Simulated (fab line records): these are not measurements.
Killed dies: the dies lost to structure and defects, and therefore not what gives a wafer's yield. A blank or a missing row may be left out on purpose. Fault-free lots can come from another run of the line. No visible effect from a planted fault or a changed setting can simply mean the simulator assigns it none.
Chamber matching ; flow n5_finfet ; N5_PMOS_HMC_CHANNEL_EPI_HM_DEP_34 on pecvd-03: 3 sister chambers
The step deposits SiO2 from TEOS/O2, target thk 36 nm, time 6.9 s. 3 wafers are shown with their chamber, then 9 later ones without.

WAFERS WITH THEIR CHAMBER
wafer;chamber;throttle_valve_pct (%)
L087.2;2;18.7
L087.4;0;19.2
L087.6;1;19.4

WAFERS WITH NO CHAMBER GIVEN
wafer;throttle_valve_pct (%)
L088.1;19.3
L088.2;18.7
L088.5;19.4
L093.2;19.5
L093.4;19.7
L093.6;19.7
L094.2;18.9
L094.5;19.7
L094.6;18.9

WHICH CHAMBER EACH WENT THROUGH
wafer;from the rows above;in truth
L088.1;can't be placed: 1 or 0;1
L088.2;2;2
L088.5;can't be placed: 1 or 0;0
L093.2;can't be placed: 1 or 0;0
L093.4;can't be placed: 1 or 0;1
L093.6;can't be placed: 1 or 0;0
L094.2;can't be placed: 2 or 0 or 1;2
L094.5;can't be placed: 1 or 0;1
L094.6;can't be placed: 2 or 0 or 1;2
Correctly placed: 1 of 9. Unplaceable from these rows: 8, with the true chamber sitting among the candidates in 8. Placed wrongly: 0.
How it was worked out, from the rows above alone: a wafer's distance from a chamber is the root of the sum, over the readings, of the square of ((its reading less the chamber's mean) divided by the reading's scatter). If the next closest chamber is less than 2 further off than the closest, the wafer can't be placed; otherwise it belongs to the closest. The mean given for a chamber averages the wafers shown for that chamber. The scatter (one wafer shown for each chamber): square how far every hidden wafer sits from the nearest shown wafer, average those squares and take the square root.
